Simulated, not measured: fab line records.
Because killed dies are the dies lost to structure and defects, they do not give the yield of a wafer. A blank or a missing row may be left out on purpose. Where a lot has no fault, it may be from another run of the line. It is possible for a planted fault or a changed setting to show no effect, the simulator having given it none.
Matching of chambers	flow n5Finfet	N5_BEOL_M8_VIA_ETCH_34 on rieDiel-03: 4 sister chambers
The step etches SiCOH lowk in C4F6/O2, target depth 125.5 nm, time 50.5 s. 4 wafers are shown with their chamber, then 8 later ones without.

## WAFERS WITH THEIR CHAMBER
wafer	chamber	rfVppV (V)
L075.5	3	686
L086.4	2	652
L088.5	1	666
L090.1	0	661

## WAFERS MISSING THEIR CHAMBER
wafer	rfVppV (V)
L090.2	666
L090.4	663
L096.1	666
L096.3	650
L096.5	683
L095.1	686
L095.3	665
L095.6	650

## CHAMBER TAKEN BY EACH
wafer	from the rows above	in truth
L090.2	1	1
L090.4	can't be placed: 0 or 1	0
L096.1	1	1
L096.3	2	2
L096.5	3	3
L095.1	3	3
L095.3	can't be placed: 1 or 0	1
L095.6	2	2
Correctly placed: 6 of 8. Cannot be placed on the basis of these rows: 2; the candidates contain the true chamber in 2. Placed wrongly: 0.
How it was worked out, from the rows above alone: a wafer's distance from a chamber is the root of the sum, over the readings, of the square of ((its reading less the chamber's mean) divided by the reading's scatter). The wafer belongs to the nearest chamber; if the next one is less than 2 further off, it can't be placed. Each chamber's mean is taken over the wafers shown for it. The scatter: with one shown wafer a chamber, the root of the mean of the squares of how far each hidden wafer lies from its nearest shown one.
